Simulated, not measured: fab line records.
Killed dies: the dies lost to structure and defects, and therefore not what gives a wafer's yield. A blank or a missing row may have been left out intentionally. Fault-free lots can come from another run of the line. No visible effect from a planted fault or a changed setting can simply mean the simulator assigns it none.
Chamber matching | flow n5-finfet | N5_FIN_SAQP_SPACER1_ALD_24 on ald-sin-03: 4 sister chambers
The step deposits SiO2, target thk 20.3 nm, pulse time 1 s, purge time 2 s. 4 wafers are shown with their chamber, then 12 later ones without.

== WAFERS PAIRED WITH THEIR CHAMBERS ==
wafer  | chamber | heater-power-w (W)
L093.1 | 2       | 407
L093.3 | 1       | 505
L093.5 | 0       | 425
L093.6 | 3       | 533

== WAFERS WITHOUT THEIR CHAMBER ==
wafer  | heater-power-w (W)
L094.3 | 429
L094.4 | 492
L094.6 | 416
L095.1 | 497
L095.2 | 434
L095.3 | 544
L095.4 | 412
L095.5 | 524
L095.6 | 428
L097.1 | 436
L097.4 | 406
L097.5 | 415

== WHICH CHAMBER EACH ONE RAN IN ==
wafer  | from the rows above     | in truth
L094.3 | 0                       | 0
L094.4 | 1                       | 1
L094.6 | can't be placed: 0 or 2 | 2
L095.1 | 1                       | 1
L095.2 | 0                       | 0
L095.3 | 3                       | 3
L095.4 | can't be placed: 2 or 0 | 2
L095.5 | can't be placed: 3 or 1 | 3
L095.6 | 0                       | 0
L097.1 | 0                       | 0
L097.4 | 2                       | 2
L097.5 | can't be placed: 2 or 0 | 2
8 of 12 placed correctly. Not placeable from these rows: 4 (in 4, the candidates include the true chamber). Wrongly placed: 0.
How it was worked out, from the rows above alone: a wafer's distance from a chamber is the root of the sum, over the readings, of the square of ((its reading less the chamber's mean) divided by the reading's scatter). The wafer belongs to the nearest chamber; if the next one is less than 2 further off, it can't be placed. Each chamber's mean is taken over the wafers shown for it. The scatter: root of mean squared gap, hidden wafer to nearest shown wafer, with one shown wafer a chamber.
